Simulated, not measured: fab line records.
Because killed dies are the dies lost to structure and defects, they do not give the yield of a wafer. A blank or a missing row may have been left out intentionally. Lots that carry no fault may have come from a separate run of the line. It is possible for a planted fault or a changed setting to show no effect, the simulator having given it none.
The tool behind it: which one? :: flow nand-harc :: 12 lots with 36 wafers sampled at 5 steps, on a route of 1302 steps

## WHAT THE GAUGES READ, wafer by wafer
NHARC_A_SLIT_CD_MEAS_21. Usual: cd-nm at 289.5 nm, with a standard deviation of 1.1.
lot: L955
measured: day 21 06:53
on: cd-sem-02
cd-nm (nm): 289.8 288.6 289.7
flag: 

lot: L956
measured: day 21 10:41
on: cd-sem-02
cd-nm (nm): 289.0 289.3 290.4
flag: 

lot: L958
measured: day 22 02:16
on: cd-sem-03
cd-nm (nm): 287.6 287.3 289.0
flag: 

lot: L959
measured: day 22 10:58
on: cd-sem-03
cd-nm (nm): 287.4 289.4 287.9
flag: 

lot: L965
measured: day 25 20:34
on: cd-sem-01
cd-nm (nm): 288.7 290.2 290.6
flag: 

lot: L968
measured: day 27 05:25
on: cd-sem-01
cd-nm (nm): 289.6 289.9 290.4
flag: 

lot: L967
measured: day 27 05:37
on: cd-sem-03
cd-nm (nm): 289.2 289.3 290.1
flag: 

lot: L969
measured: day 27 16:58
on: cd-sem-01
cd-nm (nm): 290.4 289.8 290.0
flag: 

lot: L972
measured: day 28 01:20
on: cd-sem-03
cd-nm (nm): 288.3 290.9 289.3
flag: 

lot: L971
measured: day 28 04:42
on: cd-sem-01
cd-nm (nm): 290.7 289.9 290.5
flag: 

lot: L974
measured: day 29 03:13
on: cd-sem-03
cd-nm (nm): 290.9 289.6 289.6
flag: 

lot: L973
measured: day 29 07:41
on: cd-sem-01
cd-nm (nm): 289.0 290.4 288.3
flag: 

NHARC_END_SORT_01. Usual: killed-at-array 63, standard deviation 27; killed-at-other 0.7, standard deviation 1.2; killed-at-periphery 3.1, standard deviation 2; killed-dies 67, standard deviation 28; killed-open 3.0, standard deviation 1.9; killed-short 2.2, standard deviation 1.5.
lot: L965
measured: day 30 03:15
on: prober-01
killed-at-array: 38 675 36
killed-at-other: 0 1 1
killed-at-periphery: 2 1 4
killed-dies: 40 677 41
killed-open: 2 3 2
killed-short: 2 2 2
flag: OFF

lot: L967
measured: day 31 19:33
on: prober-01
killed-at-array: 675 674 74
killed-at-other: 0 0 0
killed-at-periphery: 2 3 5
killed-dies: 677 677 79
killed-open: 0 2 5
killed-short: 2 2 3
flag: OFF

## EACH LOT AND THE TOOL THAT RAN IT (in order: tool; ch and the chambers of the sampled wafers; start)
lot: L955
NHARC_A_SLIT_ETCH_26: har-etch-01 ch 0,1, day 21 05:28
NHARC_A_WL_FILL_RTA_01: rtp-anneal-02 ch 0, day 21 13:49
NHARC_A_WL_FILL_ALD_02: ald-metal-04 ch 1,3, day 21 14:01

lot: L956
NHARC_A_SLIT_ETCH_26: har-etch-01 ch 0,1, day 21 09:15
NHARC_A_WL_FILL_RTA_01: rtp-anneal-01 ch 0, day 21 17:52
NHARC_A_WL_FILL_ALD_02: ald-metal-01 ch 0,3, day 21 18:05

lot: L958
NHARC_A_SLIT_ETCH_26: har-etch-02 ch 0, day 22 00:52
NHARC_A_WL_FILL_RTA_01: rtp-anneal-01 ch 0, day 22 09:14
NHARC_A_WL_FILL_ALD_02: ald-metal-04 ch 0,2,3, day 22 09:28

lot: L959
NHARC_A_SLIT_ETCH_26: har-etch-01 ch 0,1, day 22 09:31
NHARC_A_WL_FILL_RTA_01: rtp-anneal-01 ch 0, day 22 18:00
NHARC_A_WL_FILL_ALD_02: ald-metal-04 ch 1,2, day 22 18:16

lot: L965
NHARC_A_SLIT_ETCH_26: har-etch-02 ch 0,1, day 25 19:08
NHARC_A_WL_FILL_RTA_01: rtp-anneal-02 ch 0, day 26 03:44
NHARC_A_WL_FILL_ALD_02: ald-metal-04 ch 0,2, day 26 03:58

lot: L968
NHARC_A_SLIT_ETCH_26: har-etch-01 ch 0,1, day 27 03:59
NHARC_A_WL_FILL_RTA_01: rtp-anneal-02 ch 0, day 27 12:35
NHARC_A_WL_FILL_ALD_02: ald-metal-01 ch 1,2,3, day 27 12:52

lot: L967
NHARC_A_SLIT_ETCH_26: har-etch-02 ch 0,1, day 27 04:12
NHARC_A_WL_FILL_RTA_01: rtp-anneal-02 ch 0, day 27 12:24
NHARC_A_WL_FILL_ALD_02: ald-metal-04 ch 0,1, day 27 12:37

lot: L969
NHARC_A_SLIT_ETCH_26: har-etch-01 ch 0,1, day 27 15:38
NHARC_A_WL_FILL_RTA_01: rtp-anneal-01 ch 0, day 28 01:27
NHARC_A_WL_FILL_ALD_02: ald-metal-02 ch 0,2,3, day 28 01:40

lot: L972
NHARC_A_SLIT_ETCH_26: har-etch-02 ch 0,1, day 27 23:56
NHARC_A_WL_FILL_RTA_01: rtp-anneal-01 ch 0, day 28 07:53
NHARC_A_WL_FILL_ALD_02: ald-metal-02 ch 0,2, day 28 08:04

lot: L971
NHARC_A_SLIT_ETCH_26: har-etch-01 ch 0,1, day 28 03:16
NHARC_A_WL_FILL_RTA_01: rtp-anneal-01 ch 0, day 28 11:36
NHARC_A_WL_FILL_ALD_02: ald-metal-01 ch 0,3, day 28 11:50

lot: L974
NHARC_A_SLIT_ETCH_26: har-etch-01 ch 0,1, day 29 01:47
NHARC_A_WL_FILL_RTA_01: rtp-anneal-02 ch 0, day 29 10:11
NHARC_A_WL_FILL_ALD_02: ald-metal-02 ch 0,3, day 29 10:23

lot: L973
NHARC_A_SLIT_ETCH_26: har-etch-02 ch 1, day 29 06:16
NHARC_A_WL_FILL_RTA_01: rtp-anneal-01 ch 0, day 29 14:43
NHARC_A_WL_FILL_ALD_02: ald-metal-01 ch 0,1,3, day 29 15:01
- NHARC_A_SLIT_ETCH_26: etches the open film in C4F8/O2/Ar, time 90 s, target depth 400 nm.
- NHARC_A_WL_FILL_RTA_01: time 5 s.
- NHARC_A_WL_FILL_ALD_02: deposits TiN, target thk 2 nm, pulse time 3 s, ald cycles 100.

## AS READ BY THE TOOLS THEMSELVES (means over the sampled wafers that have a number; for cases with no such wafer, the mark the record gives instead)
NHARC_A_SLIT_ETCH_26. Usual: bias-v 401 V, standard deviation 4.1; chamber-pressure-mTorr 25.002 mTorr, standard deviation 0.022; drypump-motor-current-A 5.7 A, standard deviation 0.52; he-backside-leak-sccm 6.2 sccm, standard deviation 0.71; showerhead-plenum-p-Torr 3.69 Torr, standard deviation 0.11; throttle-valve-pct 27.619 %, standard deviation 0.0077.
lot: L955
tool: har-etch-01
bias-v (V): 401
chamber-pressure-mTorr (mTorr): 25.014
drypump-motor-current-A (A): 5.5
he-backside-leak-sccm (sccm): 7.9
showerhead-plenum-p-Torr (Torr): 3.66
throttle-valve-pct (%): 27.622
flag: 

lot: L956
tool: har-etch-01
bias-v (V): 405
chamber-pressure-mTorr (mTorr): 24.995
drypump-motor-current-A (A): 5.3
he-backside-leak-sccm (sccm): 6.5
showerhead-plenum-p-Torr (Torr): 3.65
throttle-valve-pct (%): 27.616
flag: 

lot: L958
tool: har-etch-02
bias-v (V): 399
chamber-pressure-mTorr (mTorr): 25.006
drypump-motor-current-A (A): 5.9
he-backside-leak-sccm (sccm): 5.8
showerhead-plenum-p-Torr (Torr): 3.94
throttle-valve-pct (%): 27.614
flag: 

lot: L959
tool: har-etch-01
bias-v (V): 401
chamber-pressure-mTorr (mTorr): 24.998
drypump-motor-current-A (A): 5.5
he-backside-leak-sccm (sccm): 6.3
showerhead-plenum-p-Torr (Torr): 3.65
throttle-valve-pct (%): 27.613
flag: 

lot: L965
tool: har-etch-02
bias-v (V): 404
chamber-pressure-mTorr (mTorr): 24.992
drypump-motor-current-A (A): 6.3
he-backside-leak-sccm (sccm): 5.9
showerhead-plenum-p-Torr (Torr): 3.74
throttle-valve-pct (%): 27.618
flag: 

lot: L968
tool: har-etch-01
bias-v (V): 402
chamber-pressure-mTorr (mTorr): 25.001
drypump-motor-current-A (A): 5.6
he-backside-leak-sccm (sccm): 6.4
showerhead-plenum-p-Torr (Torr): 3.62
throttle-valve-pct (%): 27.627
flag: 

lot: L967
tool: har-etch-02
bias-v (V): 399
chamber-pressure-mTorr (mTorr): 25.003
drypump-motor-current-A (A): 6.0
he-backside-leak-sccm (sccm): 6.0
showerhead-plenum-p-Torr (Torr): 3.82
throttle-valve-pct (%): 27.631
flag: 

lot: L969
tool: har-etch-01
bias-v (V): 400
chamber-pressure-mTorr (mTorr): 25.007
drypump-motor-current-A (A): 5.2
he-backside-leak-sccm (sccm): 6.7
showerhead-plenum-p-Torr (Torr): 3.61
throttle-valve-pct (%): 27.613
flag: 

lot: L972
tool: har-etch-02
bias-v (V): 398
chamber-pressure-mTorr (mTorr): 25.017
drypump-motor-current-A (A): 6.1
he-backside-leak-sccm (sccm): 5.9
showerhead-plenum-p-Torr (Torr): 3.81
throttle-valve-pct (%): 27.614
flag: 

lot: L971
tool: har-etch-01
bias-v (V): 401
chamber-pressure-mTorr (mTorr): 24.995
drypump-motor-current-A (A): 5.5
he-backside-leak-sccm (sccm): 6.2
showerhead-plenum-p-Torr (Torr): 3.61
throttle-valve-pct (%): 27.615
flag: 

lot: L974
tool: har-etch-01
bias-v (V): 398
chamber-pressure-mTorr (mTorr): 25.018
drypump-motor-current-A (A): 5.5
he-backside-leak-sccm (sccm): 6.5
showerhead-plenum-p-Torr (Torr): 3.60
throttle-valve-pct (%): 27.619
flag: 

lot: L973
tool: har-etch-02
bias-v (V): 402
chamber-pressure-mTorr (mTorr): 25.008
drypump-motor-current-A (A): 6.5
he-backside-leak-sccm (sccm): 6.0
showerhead-plenum-p-Torr (Torr): 3.62
throttle-valve-pct (%): 27.617
flag: 

NHARC_A_WL_FILL_RTA_01. Usual: lamp-power-pct 31.7 %, standard deviation 1.2; lamp_zone_1_pct 31.7 %, standard deviation 1.2; lamp_zone_6_pct 31.6 %, standard deviation 1.2; wafer_temp_C_max 1005.3, standard deviation 1.3.
lot: L955
tool: rtp-anneal-02
lamp-power-pct (%): 32.8
lamp_zone_1_pct (%): 32.8
lamp_zone_6_pct (%): 32.8
wafer_temp_C_max: 1006.1
flag: 

lot: L956
tool: rtp-anneal-01
lamp-power-pct (%): 30.5
lamp_zone_1_pct (%): 30.5
lamp_zone_6_pct (%): 30.5
wafer_temp_C_max: 1004.3
flag: 

lot: L958
tool: rtp-anneal-01
lamp-power-pct (%): 30.5
lamp_zone_1_pct (%): 30.6
lamp_zone_6_pct (%): 30.5
wafer_temp_C_max: 1004.5
flag: 

lot: L959
tool: rtp-anneal-01
lamp-power-pct (%): 30.6
lamp_zone_1_pct (%): 30.6
lamp_zone_6_pct (%): 30.5
wafer_temp_C_max: 1005.0
flag: 

lot: L965
tool: rtp-anneal-02
lamp-power-pct (%): 32.9
lamp_zone_1_pct (%): 32.9
lamp_zone_6_pct (%): 32.8
wafer_temp_C_max: 1006.3
flag: 

lot: L968
tool: rtp-anneal-02
lamp-power-pct (%): 32.8
lamp_zone_1_pct (%): 32.8
lamp_zone_6_pct (%): 32.8
wafer_temp_C_max: 1006.1
flag: 

lot: L967
tool: rtp-anneal-02
lamp-power-pct (%): 32.9
lamp_zone_1_pct (%): 32.9
lamp_zone_6_pct (%): 32.8
wafer_temp_C_max: 1005.2
flag: 

lot: L969
tool: rtp-anneal-01
lamp-power-pct (%): 30.5
lamp_zone_1_pct (%): 30.5
lamp_zone_6_pct (%): 30.5
wafer_temp_C_max: 1004.4
flag: 

lot: L972
tool: rtp-anneal-01
lamp-power-pct (%): 30.6
lamp_zone_1_pct (%): 30.5
lamp_zone_6_pct (%): 30.5
wafer_temp_C_max: 1003.9
flag: 

lot: L971
tool: rtp-anneal-01
lamp-power-pct (%): 30.5
lamp_zone_1_pct (%): 30.6
lamp_zone_6_pct (%): 30.5
wafer_temp_C_max: 1003.5
flag: 

lot: L974
tool: rtp-anneal-02
lamp-power-pct (%): 32.9
lamp_zone_1_pct (%): 32.9
lamp_zone_6_pct (%): 32.8
wafer_temp_C_max: 1006.2
flag: 

lot: L973
tool: rtp-anneal-01
lamp-power-pct (%): 30.5
lamp_zone_1_pct (%): 30.5
lamp_zone_6_pct (%): 30.5
wafer_temp_C_max: 1004.9
flag: 

NHARC_A_WL_FILL_ALD_02. Usual: heater-power-w 1121 W, standard deviation 110; precursor-pulse-height-rel 1.001, standard deviation 0.021.
lot: L955
tool: ald-metal-04
heater-power-w (W): 1192
precursor-pulse-height-rel: 0.999
flag: 

lot: L956
tool: ald-metal-01
heater-power-w (W): 1035
precursor-pulse-height-rel: 0.997
flag: 

lot: L958
tool: ald-metal-04
heater-power-w (W): 1171
precursor-pulse-height-rel: 1.009
flag: 

lot: L959
tool: ald-metal-04
heater-power-w (W): 1168
precursor-pulse-height-rel: 1.011
flag: 

lot: L965
tool: ald-metal-04
heater-power-w (W): 1167
precursor-pulse-height-rel: 0.993
flag: 

lot: L968
tool: ald-metal-01
heater-power-w (W): 1140
precursor-pulse-height-rel: 0.990
flag: 

lot: L967
tool: ald-metal-04
heater-power-w (W): 1220
precursor-pulse-height-rel: 1.016
flag: 

lot: L969
tool: ald-metal-02
heater-power-w (W): 1069
precursor-pulse-height-rel: 1.008
flag: 

lot: L972
tool: ald-metal-02
heater-power-w (W): 1011
precursor-pulse-height-rel: 0.995
flag: 

lot: L971
tool: ald-metal-01
heater-power-w (W): 1062
precursor-pulse-height-rel: 0.994
flag: 

lot: L974
tool: ald-metal-02
heater-power-w (W): 1115
precursor-pulse-height-rel: 1.019
flag: 

lot: L973
tool: ald-metal-01
heater-power-w (W): 1071
precursor-pulse-height-rel: 1.011
flag: 

## THE ANSWER, worked out from the rows above alone
Rule: lot off if the mean of its wafers having a number is beyond 3 standard deviations from the usual mean. A lot without any number at a reading at which 4 lots or more have one is off too. Where the step has rows for the other lots, those lots are counted as sound. After the gauges, taken in route order, come the tools' own readings; for these a lot's mean is taken, as printed above. The first step at which some lot is off is used, and at that step the reading that is off furthest; a lot without a number counts as furthest.
Off: L965, L967, at NHARC_END_SORT_01 (killed-at-array). Neither off nor sound, because the step has no rows for them: L955, L956, L958, L959, L968, L969, L972, L971, L974, L973.
A tool fits if, at a process step before that reading, it ran every lot that is off, and no sound lot after the first of them. Gauges at NHARC_END_SORT_01: tried the same way as those tools. Can't be told from this: 4 tools fit, har-etch-02 at NHARC_A_SLIT_ETCH_26, rtp-anneal-02 at NHARC_A_WL_FILL_RTA_01, ald-metal-04 at NHARC_A_WL_FILL_ALD_02, prober-01 at NHARC_END_SORT_01.

## WHAT THE SIMULATOR HAD PUT IN
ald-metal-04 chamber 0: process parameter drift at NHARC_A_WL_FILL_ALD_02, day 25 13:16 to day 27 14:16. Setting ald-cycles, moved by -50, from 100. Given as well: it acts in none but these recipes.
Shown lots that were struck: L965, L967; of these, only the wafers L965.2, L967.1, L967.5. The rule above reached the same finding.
